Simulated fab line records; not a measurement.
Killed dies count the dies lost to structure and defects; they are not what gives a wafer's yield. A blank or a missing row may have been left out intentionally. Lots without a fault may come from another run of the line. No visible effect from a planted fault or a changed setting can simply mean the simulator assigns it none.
Chamber matching    flow nand_harc    NHARC_A_CONTACT_DEP_85 on pecvd-01 has 3 sister chambers
The step deposits SiON, target thk 50 nm. 3 wafers are shown with their chamber, then 9 later ones without.

WAFERS PAIRED WITH THEIR CHAMBERS
wafer   chamber  heater_power_w (W)
L084.1  0        736
L084.4  2        890
L084.5  1        625

WAFERS WHOSE CHAMBER IS MISSING
wafer   heater_power_w (W)
L081.1  852
L081.3  733
L081.6  727
L087.3  731
L087.5  730
L087.6  812
L095.2  808
L095.4  741
L095.6  777

WHICH CHAMBER EACH ONE RAN IN
wafer   from the rows above      in truth
L081.1  can't be placed: 2 or 0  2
L081.3  0                        0
L081.6  0                        0
L087.3  0                        0
L087.5  0                        0
L087.6  can't be placed: 0 or 2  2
L095.2  can't be placed: 0 or 2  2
L095.4  0                        0
L095.6  can't be placed: 0 or 2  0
5 of 9 placed correctly. Can't be placed from these rows: 4 (the true chamber is among the candidates in 4). Number placed wrongly: 0.
How it was worked out, from the rows above alone: a wafer's distance from a chamber is the root of the sum, over the readings, of the square of ((its reading less the chamber's mean) divided by the reading's scatter). The wafer belongs to the nearest chamber; if the next one is less than 2 further off, it can't be placed. For every chamber, the mean is computed from those of its wafers that are shown. The scatter: root of mean squared gap, hidden wafer to nearest shown wafer, with one shown wafer a chamber.
